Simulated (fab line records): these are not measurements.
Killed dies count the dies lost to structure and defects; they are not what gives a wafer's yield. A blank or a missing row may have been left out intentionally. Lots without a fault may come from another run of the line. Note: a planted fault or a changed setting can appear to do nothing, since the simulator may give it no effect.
2 desks looking at one fault	flow n5_finfet	only its own numbers are on each desk; what lay behind them is given at the end

## THE TOOL OWNER'S DESK: rie_diel-04
The tool's own readings at N5_BEOL_M8_ETCH_72 (etches underlayer in N2/H2, target depth 6.5 nm, time 5.2 s): means of the sampled wafers that have a number, for each lot that ran on this tool. Marked OUT: a lot whose mean sits more than 4 standard deviations from the usual mean, which makes it out of limits; the brackets give that distance.
Columns: A = drypump_motor_current_A at N5_BEOL_M8_ETCH_72, usual 5.9 A; B = etch_rf_on_time_s at N5_BEOL_M8_ETCH_72, usual 5.21 s; C = oes_product_au at N5_BEOL_M8_ETCH_72, usual 0.66 a.u.; D = rf_vpp_V at N5_BEOL_M8_ETCH_72, usual 523.5 V; E = showerhead_plenum_p_Torr at N5_BEOL_M8_ETCH_72, usual 2.53 Torr; F = throttle_valve_pct at N5_BEOL_M8_ETCH_72, usual 17.83 %
lot	first seen here	A	B	C	D	E	F
L812	day 10 17:29	6.1	5.23	0.69	523.6	2.49	17.85
L820	day 12 04:17	5.9	6.27 (+9.6) OUT	0.64	522.6	2.49	17.79
L819	day 12 12:43	5.7	6.28 (+9.8) OUT	0.66	521.5	2.47	17.76
L827	day 15 07:49	5.9	5.22	0.69	522.2	2.46	17.91
L830	day 15 11:34	6.0	5.11	0.70	521.7	2.46	17.50
L829	day 15 12:07	5.9	5.17	0.67	522.3	2.48	17.83
This desk finds L819, L820 out of limits, L820 being first, at day 12 04:17 (etch_rf_on_time_s at N5_BEOL_M8_ETCH_72). L812, L827, L830, L829: within limits.

## FROM THE METROLOGY DESK
Lot by lot, what the gauges showed, no matter which tool ran the lot: averages of those sampled wafers that carry a number. Marked OUT: a lot whose mean sits more than 4 standard deviations from the usual mean, which makes it out of limits; the brackets give that distance.
Columns: A = cd_nm at N5_BEOL_M8_CD_MEAS_18, usual 40.1 nm
lot	first seen here	A
L812	day 10 15:36	40.4
L820	day 12 01:34	40.6
L819	day 12 10:42	39.6
L823	day 14 03:14	39.9
L827	day 15 06:29	40.3
L830	day 15 10:20	40.5
L829	day 15 10:23	39.4
L831	day 15 17:58	40.3
L832	day 15 23:32	39.5
L833	day 16 04:26	39.3
Finding of this desk: none of the 10 lots has anything out of limits.

## BROUGHT TOGETHER
On L819, L820, at day 12 04:17, an alarm was possible from the tool owner's desk.
Nothing out of limits was seen by the metrology desk.
The metrology desk holds a record of L819, L820, inside its limits.
The lots listed all ran N5_BEOL_M8_ETCH_72 on rie_diel-04.

## WHAT THE SIMULATOR HAD PUT IN
rie_diel-04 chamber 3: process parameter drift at N5_BEOL_M8_ETCH_72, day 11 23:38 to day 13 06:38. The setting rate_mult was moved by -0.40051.
Shown lots that were struck: L819, L820.
Delay in hours, fault start to first out-of-limits reading, by desk: the tool owner's desk at 5.
